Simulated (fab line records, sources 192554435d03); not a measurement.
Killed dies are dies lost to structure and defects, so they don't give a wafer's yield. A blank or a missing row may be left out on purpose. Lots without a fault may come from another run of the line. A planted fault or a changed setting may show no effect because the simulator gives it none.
A struck lot beside a sound one | flow n5_finfet | 18 steps out of a route of 1938
Sound: wafers L123.2, L123.3, L123.5. Struck: wafer L126.5. (L126.1, L126.4 of the same lot were not struck and are left out.) The cause comes at the end.
At each step with rows: each side's tool, then ch and its chambers, then its first start. Under that, the readings that differ: sound wafers | struck wafers | difference of the means | sigmas: that difference in standard deviations of wafers without a fault.
alike: readings whose means differ by less than 2 such deviations, and words and numbers that are the same on both sides. not compared: withheld readings, readings that some wafer has no value for, bounds like >300 that may hide the same value, and numbers for which the record gives no deviation and whose values overlap.
The two part at a step that has a row with sigmas, a row that says differs or no value, or rows on one side only. Numbers that don't overlap but have no deviation are shown without sigmas and don't part them. A reading that every wafer of one side lacks parts them only if that side has two wafers or more.

first, 1 step without rows for these wafers: N5_BEOL_M15_DESCUM_33 (chemistry O2, time 7.9 s).
N5_BEOL_M15_ETCH_61: etches BARC in N2/H2, target depth 89 nm, overetch 26.7 nm, time 67.9 s.
  sound on rie_diel-02 ch 1,3, day 14 23:20; struck on rie_diel-02 ch 2, day 16 02:01
  reading                         | sound          | struck | difference | sigmas
  rf_vpp_V (V)                    | 520 520 520    | 527    | +7         | +2
  showerhead_plenum_p_Torr (Torr) | 2.36 2.43 2.36 | 2.69   | +0.31      | +3
  alike: chamber_pressure_mTorr, drypump_motor_current_A, n2_flow_sccm, oes_product_au, throttle_valve_pct
  not compared: rf_hours_counter_h
then, 1 step without rows for these wafers: N5_BEOL_M15_TRENCH_ETCH_34 (etches SiO2 in C4F8/O2/Ar, target depth 872.93 nm, time 199 s).
N5_BEOL_M15_STRIP_36: strips in O2.
  sound on rie_diel-02 ch 0,1,2, day 15 00:23; struck on rie_diel-06 ch 2, day 16 02:31
  alike: chamber_pressure_mTorr, drypump_motor_current_A, oes_product_au, rf_vpp_V, showerhead_plenum_p_Torr, throttle_valve_pct
  not compared: rf_hours_counter_h
N5_BEOL_M15_STRIP_62: strips in O2.
  sound on rie_diel-02 ch 0,1,2; struck on rie_diel-06 ch 2
  reading      | sound       | struck | difference | sigmas
  rf_vpp_V (V) | 3.2 2.8 2.7 | 4.1    | +1.2       | +3
  alike: chamber_pressure_mTorr, drypump_motor_current_A, oes_product_au, showerhead_plenum_p_Torr, throttle_valve_pct
  not compared: rf_hours_counter_h
then, 6 steps without rows for these wafers: N5_BEOL_M15_STRIP_37 (strips in O2); N5_BEOL_M15_ETCH_38 (etches SiCN in CF4/N2, target depth 106.4 nm, time 120.5 s); N5_BEOL_M15_PRECLEAN_39 (cleans in residue remover, time 60 s); N5_BEOL_M15_SRD_40 (time 30 s, dry time 30 s); N5_BEOL_M15_DEGAS_41 (time 60 s); N5_BEOL_M15_PRE_CLEAN_42 (time 30 s).
N5_BEOL_M15_SPUTTER_43: material TaN, target thk 15 nm, time 24.19 s.
  sound on pvd_sputter-01, day 15 01:13; struck on pvd_sputter-01, day 16 03:09
  reading                                      | sound        | struck | difference | sigmas
  model.TaN_of_BEOL_M15_SPUTTER_43.thk_nm (nm) | 14.6 14.6 15 | 5      | -10        |
  alike: throttle_valve_pct
N5_BEOL_M15_SPUTTER_44: material Ta, target thk 15 nm, time 24.19 s.
  sound on pvd_sputter-01, day 15 01:17; struck on pvd_sputter-01, day 16 03:14
  alike: throttle_valve_pct
then, 2 steps without rows for these wafers: N5_BEOL_M15_SPUTTER_45 (material Cu, target thk 100 nm, time 16.67 s); N5_BEOL_M15_ECD_47 (material Cu, target thk 1860 nm).
N5_BEOL_M15_ANNEAL_48: time 90 s.
  sound on rtp_anneal-02 ch 0, day 15 02:03; struck on rtp_anneal-02 ch 0, day 16 03:40
  alike: wafer_temp_C_max
N5_BEOL_M15_CMP_49: polishes, stops on SiO2, t overpolish 4.9 s, target thk 850 nm.
  sound on cmp-04 ch 0,1,2, day 15 02:24; struck on cmp-04 ch 3, day 16 03:58
  reading                      | sound          | struck | difference | sigmas
  barrier_field_endpoint_s (s) | 10.9 11.6 11.3 | 7.2    | -4.1       | -11
  motor_current_A (A)          | 7.4 8.2 7.8    | 9.5    | +1.7       | +2
N5_BEOL_M15_THK_MEAS_50: measures by xrf.
  sound on film_metro-01, day 15 02:37; struck on film_metro-02, day 16 04:16
  alike: M15_THK

WHERE THEY PART
First at N5_BEOL_M15_ETCH_61; last, within this record, at N5_BEOL_M15_CMP_49. Later steps at which nothing parts them and some readings are alike: N5_BEOL_M15_THK_MEAS_50.

WHY: what the simulator had put in
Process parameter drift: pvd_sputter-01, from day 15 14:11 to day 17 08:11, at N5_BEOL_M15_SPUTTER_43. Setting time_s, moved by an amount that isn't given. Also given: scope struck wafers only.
